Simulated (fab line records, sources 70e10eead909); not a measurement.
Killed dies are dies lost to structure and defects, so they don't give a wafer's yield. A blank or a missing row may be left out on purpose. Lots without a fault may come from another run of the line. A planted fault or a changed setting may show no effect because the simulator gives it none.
A struck lot beside a sound one | flow nand_harc | 15 steps out of a route of 1302
Sound: wafers L845.4, L845.5, L845.6. Struck: wafers L854.3, L854.4, L854.6. The cause comes at the end.
At each step with rows: each side's tool, then ch and its chambers, then its first start. Under that, the readings that differ: sound wafers | struck wafers | difference of the means | sigmas: that difference in standard deviations of wafers without a fault.
alike: readings whose means differ by less than 2 such deviations, and words and numbers that are the same on both sides. not compared: withheld readings, readings that some wafer has no value for, bounds like >300 that may hide the same value, and numbers for which the record gives no deviation and whose values overlap.
The two part at a step that has a row with sigmas, a row that says differs or no value, or rows on one side only. Numbers that don't overlap but have no deviation are shown without sigmas and don't part them. A reading that every wafer of one side lacks parts them only if that side has two wafers or more.

NHARC_A_CONTACT_CMP_20: polishes, t overpolish 30 s, target thk 300 nm.
  sound on cmp-02 ch 0,3, day 24 00:43; struck on cmp-02 ch 0,1,2, day 27 23:02
  alike: edge_zone_pressure_frac, motor_current_A, overpolish_run_s, slurry_filter_dp_kPa, slurry_flow_ml_min, time_to_endpoint_s
then, 1 step without rows for these wafers: NHARC_A_CONTACT_SRD_22.
NHARC_A_CONTACT_INSPECT_23:
  sound on defect_inspect-01, day 24 01:06; struck on defect_inspect-02, day 27 23:23
  alike: raw_defect_count
then, 8 steps without rows for these wafers: NHARC_A_BLC_DEHYDRATE_00 (time 120 s); NHARC_A_BLC_HMDS_01 (time 30 s); NHARC_A_BLC_COAT_02 (time 75 s); NHARC_A_BLC_COAT_03 (time 65 s); NHARC_A_BLC_COAT_04 (resist thk 90 nm); NHARC_A_BLC_SOFTBAKE_05 (time 55 s); NHARC_A_BLC_EBR_06; NHARC_A_BLC_EXPOSE_07 (exposes mask A BLC, target cd 100 nm).
NHARC_A_BLC_PEB_08: peb time 65 s.
  sound on litho_track-01 ch 0, day 24 01:31; struck on litho_track-01 ch 0, day 27 23:41
  reading                  | sound                | struck            | difference | sigmas
  heater_power_total_W (W) | 156.2 157.1 156.0    | 139.1 139.0 138.5 | -17.6      | -42
  plate_temp_C (C)         | 100.14 100.06 100.03 | 91.68 91.83 91.68 | -8.35      | -60
then, 1 step without rows for these wafers: NHARC_A_BLC_DEVELOP_09 (develop time 35 s).
NHARC_A_BLC_CD_MEAS_10: target cd 100 nm.
  sound on cd_sem-03 ch 0, day 24 01:37; struck on cd_sem-01 ch 0
  reading    | sound           | struck         | difference | sigmas
  cd_nm (nm) | 100.2 99.0 99.7 | 63.1 63.1 63.0 | -36.6      | -56
  not compared: hold
NHARC_END_SORT_01:
  the record has rows for the sound wafers here (prober-02 ch 0, day 26 09:01) and none for the struck ones

WHERE THEY PART
First at NHARC_A_BLC_PEB_08; last, within this record, at NHARC_END_SORT_01.

WHY: what the simulator had put in
Process parameter drift: litho_track-01, from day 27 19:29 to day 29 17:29, at NHARC_A_BLC_PEB_08. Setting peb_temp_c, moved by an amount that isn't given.
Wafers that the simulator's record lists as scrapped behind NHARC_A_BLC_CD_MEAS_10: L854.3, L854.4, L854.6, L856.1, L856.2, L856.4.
